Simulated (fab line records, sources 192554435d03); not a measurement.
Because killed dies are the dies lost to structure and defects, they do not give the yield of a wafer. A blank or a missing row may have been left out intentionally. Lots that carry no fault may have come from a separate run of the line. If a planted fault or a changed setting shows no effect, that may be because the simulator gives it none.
Comparing a struck lot with a sound one ; flow n5Finfet ; 35 out of 1938 route steps
Sound: wafers L953.1, L953.2, L953.5. Struck: wafer L955.3. (L955.1, L955.4 of the same lot were not struck and are left out.) The cause comes at the end.
For every step that has rows: the tool of each side, followed by ch and its chambers, followed by its first start. Under that, the readings that differ: sound wafers ; struck wafers ; difference of the means ; sigmas: that difference in standard deviations of wafers without a fault.
alike: a reading whose means differ by less than 2 such deviations, as well as words and numbers matching on both sides. not compared: withheld readings; readings where some wafer has no value; bounds like >300 that might hide an equal value; numbers whose values overlap and for which the record gives no deviation.
Wherever a step has rows on one side only, a row that says differs or no value, or a row with sigmas, the two part there. Numbers that don't overlap but have no deviation are shown without sigmas and don't part them. A reading missing from all wafers of one side parts the sides only when that side holds two or more wafers.

first, 9 steps without rows for these wafers: N5_BEOL_M5_COAT_05 (resist thk 30 nm); N5_BEOL_M5_EBR_07; N5_BEOL_M5_SOFTBAKE_06 (time 60 s); N5_BEOL_M5_EXPOSE_08 (exposes mask M5, target cd 28 nm); N5_BEOL_M5_PEB_09 (peb time 60 s); N5_BEOL_M5_DEVELOP_10 (develop time 30 s); N5_BEOL_M5_DESCUM_16 (chemistry O2, time 7 s); N5_BEOL_M5_ETCH_72 (etches underlayer in N2/H2, target depth 6.5 nm, time 5.2 s); N5_BEOL_M5_ETCH_61 (etches SiARC in CF4, target depth 15.6 nm, time 26 s).
N5_BEOL_M5_ETCH_62: etches SOC in N2/H2, target depth 75 nm, overetch 15 nm, time 112.5 s.
  sound on rieDiel-04 ch 0,2, day 9 11:35; struck on rieDiel-04 ch 0, day 10 08:29
reading;sound;struck;difference;sigmas
rfFwdPowerW (W);831.8 841.1 839.2;635.2;-202.2;-81
rfVppV (V);525.9 526.1 526.2;576.5;+50.4;+19
model.SiARC_of_BEOL_M5_COAT_60.thkNm (nm);6.4 6.6 6.6;7.6;+1.1;
model.BEOL_M5.cdNm (nm);27.8 28.2 28;27.2;-0.8;
  alike: drypumpMotorCurrentA, oesProductAu, showerheadPlenumPTorr, throttleValvePct
  not compared: rfHoursCounterH
then, 24 steps without rows for these wafers: N5_BEOL_M5_STRIP_63 (strips in N2/H2); N5_BEOL_M5_STRIP_73 (strips in N2/H2); N5_BEOL_M5_STRIP_64 (strips in CF4); N5_BEOL_M5_HM_OPEN_17 (chemistry Cl2/BCl3, target TiN, target depth 20 nm, overetch 6 nm); N5_BEOL_M5_STRIP_19 (strips in O2); N5_BEOL_M5_COAT_65 (time 60 s, resist thk 60 nm); N5_BEOL_M5_COAT_66 (time 60 s, resist thk 12 nm); N5_BEOL_M5_COAT_74 (time 60 s, resist thk 5 nm); N5_BEOL_M5_COAT_22 (resist thk 30 nm); N5_BEOL_M5_EBR_24; N5_BEOL_M5_SOFTBAKE_23 (time 60 s); N5_BEOL_M5_EXPOSE_25 (exposes mask V4, defocus 10 nm); N5_BEOL_M5_PEB_26 (peb time 60 s); N5_BEOL_M5_DEVELOP_27 (develop time 30 s); N5_BEOL_M5_DESCUM_33 (chemistry O2, time 7 s); N5_BEOL_M5_ETCH_75 (etches underlayer in N2/H2, target depth 6.5 nm, time 5.2 s); N5_BEOL_M5_ETCH_67 (etches SiARC in CF4, target depth 15.6 nm, time 26 s); N5_BEOL_M5_ETCH_68 (etches SOC in N2/H2, target depth 80 nm, overetch 16 nm, time 120 s); N5_BEOL_M5_STRIP_69 (strips in N2/H2); N5_BEOL_M5_STRIP_76 (strips in N2/H2); N5_BEOL_M5_VIA_ETCH_34 (etches SiCOH lowk in C4F6/O2, target depth 88.3 nm, time 39.2 s); N5_BEOL_M5_STRIP_85 (strips in C4F6/O2); N5_BEOL_M5_STRIP_36 (strips in N2/H2); N5_BEOL_M5_TRENCH_ETCH_37 (etches SiCOH lowk in C4F6/O2, target depth 71.652 nm, time 24.7 s).
N5_BEOL_M5_ETCH_41: etches SiCN in CH3F/O2, target depth 31.5 nm, time 56.7 s.
  sound: rieDiel-04 ch 1,2; struck: rieDiel-04 ch 2
reading;sound;struck;difference;sigmas
model.BEOL_M5.cdNm (nm);27.8 28.2 28.4;27.4;-0.7;
  alike: O2_flow_sccm, drypumpMotorCurrentA, oesProductAu, rfFwdPowerW, rfVppV, showerheadPlenumPTorr, throttleValvePct
  not compared: rfHoursCounterH

WHERE THEY PART
Only at N5_BEOL_M5_ETCH_62, as far as this record shows. Later steps at which nothing parts them and some readings are alike: N5_BEOL_M5_ETCH_41.

WHY: the cause the simulator had injected
rieDiel-04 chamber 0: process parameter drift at N5_BEOL_M5_ETCH_62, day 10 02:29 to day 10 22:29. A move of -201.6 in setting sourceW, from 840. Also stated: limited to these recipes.
